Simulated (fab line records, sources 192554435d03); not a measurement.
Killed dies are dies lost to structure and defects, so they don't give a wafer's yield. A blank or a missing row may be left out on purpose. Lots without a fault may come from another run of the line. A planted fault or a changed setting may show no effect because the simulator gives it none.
A struck lot beside a sound one | flow n5_finfet | 38 steps out of a route of 1938
Sound: wafers L475.1, L475.5, L475.6. Struck: wafer L488.5. (L488.4 of the same lot was not struck and is left out.) The cause comes at the end.
At each step with rows: each side's tool, then ch and its chambers, then its first start. Under that, the readings that differ: sound wafers | struck wafers | difference of the means | sigmas: that difference in standard deviations of wafers without a fault.
alike: readings whose means differ by less than 2 such deviations, and words and numbers that are the same on both sides. not compared: withheld readings, readings that some wafer has no value for, bounds like >300 that may hide the same value, and numbers for which the record gives no deviation and whose values overlap.
The two part at a step that has a row with sigmas, a row that says differs or no value, or rows on one side only. Numbers that don't overlap but have no deviation are shown without sigmas and don't part them. A reading that every wafer of one side lacks parts them only if that side has two wafers or more.

first, 12 steps without rows for these wafers: N5_SD_EPI_P_STRIP_38 (strips in N2/H2); N5_SD_EPI_P_ETCHBACK_46 (etches SiNx in CH3F/O2, stops on SiO2, target depth 17.5 nm); N5_SD_EPI_P_ETCH_47 (etches SiOCN in CH3F/O2, target depth 25 nm); N5_SD_EPI_P_ETCH_16 (etches SiO2 in CHF3/O2, target depth 5 nm); N5_SD_EPI_P_STRIP_50 (strips in CHF3/O2); N5_SD_EPI_P_SD_RECESS_17 (chemistry HBr/Cl2/O2, target depth 39.1 nm, bt time 3 s); N5_SD_EPI_P_WET_ETCH_45 (etches SiO2 in dHF, time 10.7 s, target depth 2 nm, rinse time 30 s); N5_SD_EPI_P_STRIP_40 (strips in N2/H2); N5_SD_EPI_P_PRECLEAN_52 (cleans in O3/DIW, time 60 s); N5_SD_EPI_P_SRD_20 (time 30 s); N5_SD_EPI_P_PRECLEAN_51 (cleans in NF3:NH3, afs cycles 1, time 20 s, sublimation time 60 s); N5_SD_EPI_P_VAPOR_ETCH_44 (etches SiGe30 in NF3/Ar, time 3.3 s).
N5_SD_EPI_P_EPI_21: deposits SiGe:B, time 355 s.
  sound on epi_rpcvd-01 ch 0, day 3 20:03; struck on epi_rpcvd-01 ch 0, day 7 04:57
  reading                                     | sound          | struck | difference | sigmas
  model.SiGe-B_of_SD_EPI_P_EPI_21.thk_nm (nm) | 61.2 60.8 61.2 | 74.4   | +13.3      |
N5_SD_EPI_P_EPI_MEAS_23:
  sound on film_metro-01, day 3 22:14; struck on film_metro-02, day 7 06:26
  reading     | sound          | struck | difference | sigmas
  thk_nm (nm) | 62.1 60.5 61.1 | 73.0   | +11.8      | +8
then, 8 steps without rows for these wafers: N5_SD_EPI_P_HM_STRIP_48 (strips SiNx in H3PO4, material SiNx, target depth 3 nm); N5_SD_EPI_P_SRD_49 (time 30 s); N5_SD_EPI_P_PRECLEAN_24 (cleans in O3/DIW, time 45 s); N5_SD_EPI_P_PRECLEAN_32 (cleans in dHF, time 10 s); N5_SD_EPI_P_PRECLEAN_33 (cleans in SC2, time 45 s); N5_SD_EPI_P_SRD_25 (time 30 s); N5_SD_ACTIVATION_RTA_00 (time 0 s); N5_SD_ACTIVATION_LSA_01 (time 0.0008 s).
N5_SD_ACTIVATION_RS_MEAS_03: measures by four-point-probe.
  sound on film_metro-01, day 3 22:58; struck on film_metro-02, day 7 07:05
  reading          | sound          | struck | difference | sigmas
  RS_SD_P (ohm/sq) | 56.0 56.3 55.8 | 45.2   | -10.8      | -12
  alike: RS_SD_N
then, 12 steps without rows for these wafers: N5_ILD0_LINER_00 (material SiNx, target thk 4 nm, pulse time 1 s, purge time 2 s); N5_ILD0_FCVD_FILL_01 (material SiO2 flowable, target thk 200 nm, time 328.3 s); N5_ILD0_CURE_02 (time 1800 s); N5_ILD0_CMP_03 (polishes, stops on SiNx, t overpolish 1.9 s, target thk 197.38 nm); N5_ILD0_CMP_07 (polishes SiO2 flowable, stops on poly-Si, t overpolish 1.18 s, target thk 138.88 nm); N5_ILD0_PRECLEAN_10 (cleans in NF3:NH3, afs cycles 5, time 20 s, sublimation time 60 s); N5_ILD0_ALD_15 (deposits SiNx, target thk 24 nm, pulse time 1 s, ald cycles 480); N5_ILD0_CMP_12 (polishes SiNx, stops on poly-Si, t overpolish 6 s, target thk 17.67 nm); N5_SDB_HM_DEP_00 (deposits SiNx from SiH4/NH3/N2, target thk 40 nm, time 35.3 s); N5_SDB_COAT_03 (time 60 s, resist thk 100 nm); N5_SDB_COAT_04 (time 60 s, resist thk 18 nm); N5_SDB_COAT_05 (resist thk 90 nm).
N5_MOL_CONTACT_COAG_ETCH_110: etches Si in CF4/O2, target depth 2.5 nm, time 8 s.
  sound on rie_diel-04 ch 0,3, day 5 05:32; struck on rie_diel-04 ch 0, day 8 11:46
  reading                                     | sound        | struck | difference | sigmas
  model.SiGe-B_of_SD_EPI_P_EPI_21.thk_nm (nm) | 58.4 58 58.4 | 71     | +13        |
  alike: drypump_motor_current_A, oes_product_au, rf_vpp_V, showerhead_plenum_p_Torr, throttle_valve_pct
  not compared: rf_hours_counter_h
-- the record jumps here: 3 days lie between the struck wafers' starts before and after (it left off in module MOL_CONTACT_COAG and takes up again in module BEOL_M4, whose first step shown is number 1111 of the route) --
N5_BEOL_M4_RC_MEAS_101:
  sound on prober-01 ch 0, day 8 10:17; struck on prober-01 ch 0, day 11 09:34
  reading          | sound          | struck | difference | sigmas
  DIBL_N (mV/V)    | 37.4 37.5 39.0 | 31.0   | -7.0       | -4
  DIBL_P (mV/V)    | 37.4 38.0 38.8 | 31.3   | -6.8       | -4
  IOFF_N (nA/um)   | 0.17 0.19 0.21 | 0.11   | -0.08      | -2
  IOFF_P (nA/um)   | 0.24 0.25 0.27 | 0.14   | -0.11      | -3
  ION_N (uA/um)    | 686 680 681    | 657    | -25        | -2
  ION_P (uA/um)    | 473 467 465    | 452    | -16        | -2
  RS_SD_P (ohm/sq) | 66.1 67.1 66.6 | 53.1   | -13.5      | -10
  SS_N (mV/dec)    | 71.9 71.8 72.2 | 70.5   | -1.5       | -3
  SS_P (mV/dec)    | 73.6 73.3 74.1 | 72.3   | -1.4       | -2
  VT_P (mV)        | -249 -246 -247 | -257   | -10        | -3
  alike: VT_N
-- the record jumps here: 4 days lie between the struck wafers' starts before and after (it left off in module BEOL_M4 and takes up again in module PASSIVATION, whose first step shown is number 1936 of the route) --
N5_PASSIVATION_PROBE_49:
  the record has rows for the struck wafers here (prober-02, day 15 16:54) and none for the sound ones

WHERE THEY PART
First at N5_SD_EPI_P_EPI_MEAS_23; last, within this record, at N5_PASSIVATION_PROBE_49.

WHY: what the simulator had put in
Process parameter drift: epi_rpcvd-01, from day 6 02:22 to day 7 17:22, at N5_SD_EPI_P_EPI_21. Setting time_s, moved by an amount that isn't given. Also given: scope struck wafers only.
